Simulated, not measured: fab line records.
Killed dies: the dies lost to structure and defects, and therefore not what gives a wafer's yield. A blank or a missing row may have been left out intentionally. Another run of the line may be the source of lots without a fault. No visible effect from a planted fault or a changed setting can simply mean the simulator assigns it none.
Chamber matching -- flow nand-harc -- 4 sister chambers for NHARC_A_DECK1_JOINT_CMP_13 on cmp-04
The step polishes, target thk 51.023 nm. 14 wafers are shown with their chamber, then 7 later ones without.

## WAFERS, EACH WITH ITS CHAMBER
wafer,chamber,motor-current-A (A),time-to-endpoint-s (s)
L403.2,1,13.2,8.8
L403.3,2,11.9,9.8
L403.4,3,11.2,8.8
L405.2,3,10.7,9.2
L405.3,0,10.9,7.9
L405.6,0,10.9,8.0
L412.1,2,11.6,9.9
L412.3,1,12.3,14.6
L412.4,0,10.6,9.1
L418.4,1,13.2,13.1
L418.5,1,13.2,10.5
L418.6,0,11.7,8.4
L422.2,0,11.3,9.3
L422.3,1,11.9,12.8

SIGNATURES, as means of the wafers listed above
reading,chamber 0,chamber 1,chamber 2,chamber 3,scatter within a chamber
motor-current-A,11.080,12.760,11.750,10.950,0.493
time-to-endpoint-s,8.540,11.960,9.850,9.000,1.51
Rule: a wafer's distance from a chamber is the root of the sum, over the readings, of the square of ((its reading less the chamber's mean) divided by the reading's scatter). The wafer belongs to the nearest chamber; if the next one is less than 2 further off, it can't be placed. How the scatter is found: for the shown wafers, subtract from each reading the mean of its chamber, square and add these, divide the total by (wafers less chambers), then take the root.

## WAFERS MISSING THEIR CHAMBER
wafer,motor-current-A (A),time-to-endpoint-s (s)
L422.6,12.0,12.4
L424.2,13.2,14.4
L424.3,11.6,14.0
L424.5,11.1,12.2
L425.3,11.7,11.7
L425.5,12.0,11.8
L425.6,11.8,11.5

## CHAMBER TAKEN BY EACH
wafer,from the rows above,in truth
L422.6,can't be placed: 1 or 2 or 3 or 0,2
L424.2,1,1
L424.3,can't be placed: 1 or 2 or 3 or 0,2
L424.5,can't be placed: 2 or 3 or 0 or 1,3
L425.3,can't be placed: 2 or 1 or 3 or 0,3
L425.5,can't be placed: 2 or 1 or 3 or 0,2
L425.6,can't be placed: 2 or 1 or 3 or 0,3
Correct placement for 1 of the 7. Cannot be placed on the basis of these rows: 6; the candidates contain the true chamber in 6. Number placed wrongly: 0.
